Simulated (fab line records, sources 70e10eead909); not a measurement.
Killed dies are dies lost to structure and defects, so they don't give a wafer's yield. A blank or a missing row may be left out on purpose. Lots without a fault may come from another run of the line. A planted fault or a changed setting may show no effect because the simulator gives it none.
Which tool did it? | flow nand_harc | 6 lots, 18 wafers sampled, at 1 step of a route of 1302

WHAT THE GAUGES READ, wafer by wafer
NHARC_A_ONON_D1_INSPECT_32.
lot  | measured     | on                | raw_defect_count
L150 | day 8 11:17  | defect_inspect-01 | 43 90 49
L152 | day 9 19:43  | defect_inspect-02 | 56 91 121
L155 | day 10 19:03 | defect_inspect-02 | 86 58 74
L157 | day 11 20:42 | defect_inspect-01 | 58 67 38
L166 | day 15 10:02 | defect_inspect-02 | 64 72 75
L168 | day 16 02:52 | defect_inspect-01 | 65 152 100

WHICH TOOL RAN EACH LOT (tool, then ch and the chambers of the sampled wafers, then the start)
The record holds no process step before these readings.

THE ANSWER, worked out from the rows above alone
Rule: what is usual is taken from the lots themselves. Put in order of their means at a reading, lots are off if they are a third of the lots or fewer, leave a main group of 4 or more, and stand apart from it by a gap of 3 or more times the standard deviation of the main group's means; of several such gaps the widest counts. A main group whose means are all the same, to the digits that the tables above print for the reading, isn't used. A lot without any number at a reading at which 4 lots or more have one is off too. The other lots that the step has rows for count as sound.
No lot is off at any reading shown: from this, nothing can be told.

WHAT THE SIMULATOR HAD PUT IN
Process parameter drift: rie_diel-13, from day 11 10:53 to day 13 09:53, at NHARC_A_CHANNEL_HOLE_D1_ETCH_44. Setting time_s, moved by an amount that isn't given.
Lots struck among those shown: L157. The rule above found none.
